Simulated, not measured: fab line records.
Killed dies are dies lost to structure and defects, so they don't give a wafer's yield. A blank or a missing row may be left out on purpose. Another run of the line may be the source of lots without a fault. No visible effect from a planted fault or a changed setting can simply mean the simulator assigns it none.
Tool commonality check | flow nand-harc | Sampled: 2 lots, 6 wafers

== REASON FOR OPENING ==
At NHARC_END_SORT_01 the reading killed-at-other is flagged on 2 of 2 lots. Fault-free wafers read 1.0, with a standard deviation of 1.4.
Rule: a lot gets a flag if all its wafers with a number sit over 4 standard deviations from that mean, or if no wafer of it has a number. As for the other lots, they are considered sound.

lot  | measured     | on        | killed-at-other, wafer by wafer | flag
L153 | day 31 11:38 | prober-01 | 93 74 95                        | FLAGGED
L156 | day 32 05:26 | prober-02 | 95 96 71                        | FLAGGED
On average the flagged lots' numbers are 87.3, which is +86.3 against the usual, or +62 standard deviations.

== WHICH TOOL RAN EACH LOT ==
2 process steps preceding the reading are held in the record, out of 1302 steps in the route. Cell contents, in order: the tool; ch with the chambers the sampled wafers went through; the start.
lot  | flag    | NHARC_A_M1_ETCH_28                          | NHARC_THIN_TSV_DEP_47
L153 | FLAGGED | rie-diel-12 ch 1,2, day 30 03:43 or earlier | pecvd-02 ch 0,2, day 30 22:35
L156 | FLAGGED | rie-diel-12 ch 0,1, day 30 19:49 or earlier | pecvd-02 ch 0,2, day 31 15:34
What the steps here do:
- NHARC_A_M1_ETCH_28: etches the open film in CF4/N2, target depth 30 nm, time 72.99 s.
- NHARC_THIN_TSV_DEP_47: deposits SiO2, target thk 200 nm.
- NHARC_END_SORT_01

== FLAGGED OVER TOTAL, TOOL BY TOOL (the gauges that took the reading come last) ==
step                  | tool        | lots run | flagged | share of the flagged lots | sound lots run after its first flagged lot
NHARC_A_M1_ETCH_28    | rie-diel-12 | 2        | 2       | all                       | 0
NHARC_THIN_TSV_DEP_47 | pecvd-02    | 2        | 2       | all                       | 0
NHARC_END_SORT_01     | prober-01   | 1        | 1       | some                      | 0
NHARC_END_SORT_01     | prober-02   | 1        | 1       | some                      | 0
Because NHARC_A_M1_ETCH_28 lacks a start for some lots, the hours and order of its lots are taken from NHARC_A_M1_THK_MEAS_24.

== THE TABLE: WHAT IT ALLOWS ==
Table rows that saw every flagged lot: 2, namely rie-diel-12 at NHARC_A_M1_ETCH_28 and pecvd-02 at NHARC_THIN_TSV_DEP_47.
- rie-diel-12 at NHARC_A_M1_ETCH_28 ran 2 lots, 2 of them flagged. With no sound lot run before its first flagged lot in this sample, there is nothing to narrow down the start.
- pecvd-02 at NHARC_THIN_TSV_DEP_47 ran 2 lots, 2 of them flagged. With no sound lot run before its first flagged lot in this sample, there is nothing to narrow down the start.
Counting lots can't tell these 2 tools apart, because each fits a fault that began at some hour. More lots, or a look at what each step does to the wafer, might.

== WHAT THE SIMULATOR HAD PUT IN ==
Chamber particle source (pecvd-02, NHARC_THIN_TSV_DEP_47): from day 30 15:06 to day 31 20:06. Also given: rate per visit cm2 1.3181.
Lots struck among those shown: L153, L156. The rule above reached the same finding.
